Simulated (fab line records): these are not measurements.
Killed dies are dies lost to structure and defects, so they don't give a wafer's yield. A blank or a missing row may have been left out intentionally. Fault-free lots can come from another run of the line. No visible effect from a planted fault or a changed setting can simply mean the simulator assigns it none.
Split-lot experiment + flow n5-finfet + 7 lots, 39 wafers read, on a route of 1938 steps

## THE SPLIT
At N5_FIN_SAQP_HM_DEP_03 (deposits SiNx from SiH4/NH3/N2, target thk 38 nm, time 33.6 s), the setting time-s was moved away from the recipe's 33.6 s on 15 of the 39 wafers read, by -53.6% to +37.6%. This setting was run at the recipe's value on the other wafers.

## FROM THE SPLIT TO THE READING: what the file shows between them, 6 steps
- N5_FIN_SAQP_THK_MEAS_05
- N5_FIN_SAQP_SPACER2_ALD_28: deposits SiO2, target thk 8.1 nm, pulse time 1 s, purge time 2 s (also split here: target-thk-a)
- N5_FIN_SAQP_SPACER2_ETCHBACK_29: etches SiO2 in CHF3/O2, target depth 12.2 nm, time 6.1 s
- N5_FIN_SAQP_MANDREL2_REMOVE_60: chemistry HBr/Cl2/O2, target a-Si, stops on SiNx, bt time 10 s
- N5_FIN_SAQP_CD_MEAS_31: target cd 8 nm
- N5_FIN_SAQP_HM_OPEN_33: chemistry CH3F/O2, target SiNx, target depth 49.4 nm, time 70.6 s

## THE READING
SiNx_of_FIN_SAQP_HM_DEP_03.thk-nm (the simulator's own value, which no gauge read), in nm, at N5_FIN_SAQP_ETCH_34 (etches SiO2 in C4F6/O2, target depth 45 nm, time 15 s). There is no usual value for it anywhere in the file. Here, 24 wafers ran the recipe; their average is 33.9 nm with a standard deviation of 0.43 nm.

| wafer  | tool, chamber at the split | time-s as run, s | against the recipe | SiNx_of_FIN_SAQP_HM_DEP_03.thk-nm, nm | against lot-mates on the recipe |
|--------|----------------------------|------------------|--------------------|---------------------------------------|---------------------------------|
| L076.1 | pecvd-03, 0                | 33.6             | recipe             | 33.4                                  | -                               |
| L076.3 | pecvd-03, 1                | 33.6             | recipe             | 33.4                                  | -                               |
| L076.2 | pecvd-03, 2                | 33.6             | recipe             | 33                                    | -                               |
| L076.4 | pecvd-03, 0                | 33.6             | recipe             | 34                                    | -                               |
| L076.6 | pecvd-03, 1                | 33.6             | recipe             | 34                                    | -                               |
| L076.5 | pecvd-03, 2                | 33.6             | recipe             | 33.8                                  | -                               |
| L080.1 | pecvd-04, 2                | 15.58            | -53.6%             | 14.2                                  | -20.3                           |
| L080.4 | pecvd-04, 1                | 15.58            | -53.6%             | 14.2                                  | -20.3                           |
| L080.6 | pecvd-04, 0                | 15.58            | -53.6%             | 14.2                                  | -20.3                           |
| L080.2 | pecvd-04, 0                | 33.6             | recipe             | 34.2                                  | -                               |
| L080.3 | pecvd-04, 1                | 33.6             | recipe             | 34.2                                  | -                               |
| L080.5 | pecvd-04, 2                | 33.6             | recipe             | 35                                    | -                               |
| L081.1 | pecvd-02, 2                | 33.6             | recipe             | 34                                    | -                               |
| L081.2 | pecvd-02, 0                | 33.6             | recipe             | 33.6                                  | -                               |
| L081.3 | pecvd-02, 1                | 33.6             | recipe             | 33.8                                  | -                               |
| L081.4 | pecvd-02, 0                | 41.07            | +22.2%             | 43                                    | +9.2                            |
| L081.5 | pecvd-02, 1                | 41.07            | +22.2%             | 43                                    | +9.2                            |
| L081.6 | pecvd-02, 2                | 41.07            | +22.2%             | 43                                    | +9.2                            |
| L085.1 | pecvd-04, 2                | 46.22            | +37.6%             | 48                                    | +14.3                           |
| L085.2 | pecvd-04, 1                | 33.6             | recipe             | 33.2                                  | -                               |
| L085.3 | pecvd-04, 0                | 33.6             | recipe             | 33.4                                  | -                               |
| L085.4 | pecvd-04, 2                | 46.22            | +37.6%             | 48.6                                  | +14.9                           |
| L085.5 | pecvd-04, 0                | 46.22            | +37.6%             | 48.8                                  | +15.1                           |
| L085.6 | pecvd-04, 1                | 33.6             | recipe             | 34.4                                  | -                               |
| L086.1 | pecvd-02, 1                | 43.88            | +30.6%             | 45.4                                  | +11.5                           |
| L086.2 | pecvd-02, 0                | 43.88            | +30.6%             | 44.8                                  | +10.9                           |
| L086.3 | pecvd-02, 2                | 33.6             | recipe             | 33.4                                  | -                               |
| L086.4 | pecvd-02, 1                | 33.6             | recipe             | 34.2                                  | -                               |
| L086.5 | pecvd-02, 2                | 43.88            | +30.6%             | 46                                    | +12.1                           |
| L086.6 | pecvd-02, 0                | 33.6             | recipe             | 34                                    | -                               |
| L094.1 | pecvd-03, 2                | 33.6             | recipe             | 34                                    | -                               |
| L094.2 | pecvd-03, 1                | 33.6             | recipe             | 33.6                                  | -                               |
| L094.5 | pecvd-03, 0                | 33.6             | recipe             | 33.8                                  | -                               |
| L096.1 | pecvd-03, 1                | 33.6             | recipe             | 34                                    | -                               |
| L096.2 | pecvd-03, 0                | 33.6             | recipe             | 34                                    | -                               |
| L096.3 | pecvd-03, 2                | 41.6             | +23.8%             | 42.4                                  | +8.3                            |
| L096.4 | pecvd-03, 0                | 41.6             | +23.8%             | 43.6                                  | +9.5                            |
| L096.6 | pecvd-03, 1                | 41.6             | +23.8%             | 43.6                                  | +9.5                            |
| L096.5 | pecvd-03, 2                | 33.6             | recipe             | 34.2                                  | -                               |

THE FIT
A straight line over all 39 wafers: SiNx_of_FIN_SAQP_HM_DEP_03.thk-nm changes by +0.377 nm for each +1% of time-s; r = +1.00; the points scatter about the line by 0.49 nm.
The same after taking each lot's own level away (the mean of its wafers on the recipe; 39 wafers): +0.384 nm for each +1%; r = +1.00; scatter 0.42 nm.
Per that fit: largest time-s move, reading shift of 21 nm.
The lots' own levels span 33.60 to 34.47 nm, that is 2.0 times the standard deviation above.
Hence the lot-to-lot level has little effect on the slope; both slopes agree.
Check: -20.6 nm against its lot-mates is what the line predicts for one of the wafers moved furthest among these (-53.6%) when that wafer is left out of the fit. Against them it came out at -20.3 nm.

## THESE WAFERS: OTHER SPLITS
Note: prior to the reading, these wafers also went through further splits. Each is held against what the fit with the lots' levels taken away leaves over:
| other split on the same wafers          | wafers away from the commonest value | r with SiNx_of_FIN_SAQP_HM_DEP_03.thk-nm (lot level and that fit taken away) |
|-----------------------------------------|--------------------------------------|------------------------------------------------------------------------------|
| N5_FIN_SAQP_SPACER2_ALD_28 target-thk-a | 15                                   | -0.02                                                                        |

## THE WHOLE CHAIN: every reading that the file lists as answering this split, in the file's order
| step                    | what it does                                                      | reading                                                                            | change (the file's fit)               | r (the file's) |
|-------------------------|-------------------------------------------------------------------|------------------------------------------------------------------------------------|---------------------------------------|----------------|
| N5_FIN_SAQP_HM_DEP_03   | deposits SiNx from SiH4/NH3/N2, target thk 38 nm, time 33.6 s     | SiNx_of_FIN_SAQP_HM_DEP_03.thk-nm (the simulator's own value, which no gauge read) | +0.384 nm for each +1% of the setting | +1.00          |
| N5_FIN_SAQP_THK_MEAS_05 |                                                                   | thk-nm                                                                             | withheld for each +1% of the setting  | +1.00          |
| N5_FIN_SAQP_HM_OPEN_33  | chemistry CH3F/O2, target SiNx, target depth 49.4 nm, time 70.6 s | etch-rf-on-time-s                                                                  | withheld for each +1% of the setting  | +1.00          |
| N5_FIN_SAQP_HM_OPEN_33  | chemistry CH3F/O2, target SiNx, target depth 49.4 nm, time 70.6 s | etch.depth-nm (the simulator's own value, which no gauge read)                     | +0.384 nm for each +1% of the setting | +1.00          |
| N5_FIN_SAQP_ETCH_34     | etches SiO2 in C4F6/O2, target depth 45 nm, time 15 s             | SiNx_of_FIN_SAQP_HM_DEP_03.thk-nm (the simulator's own value, which no gauge read) | +0.385 nm for each +1% of the setting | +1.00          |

## FILE'S OWN FIT
SiNx_of_FIN_SAQP_HM_DEP_03.thk-nm changes by +0.385 nm for each +1% of time-s, r = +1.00.
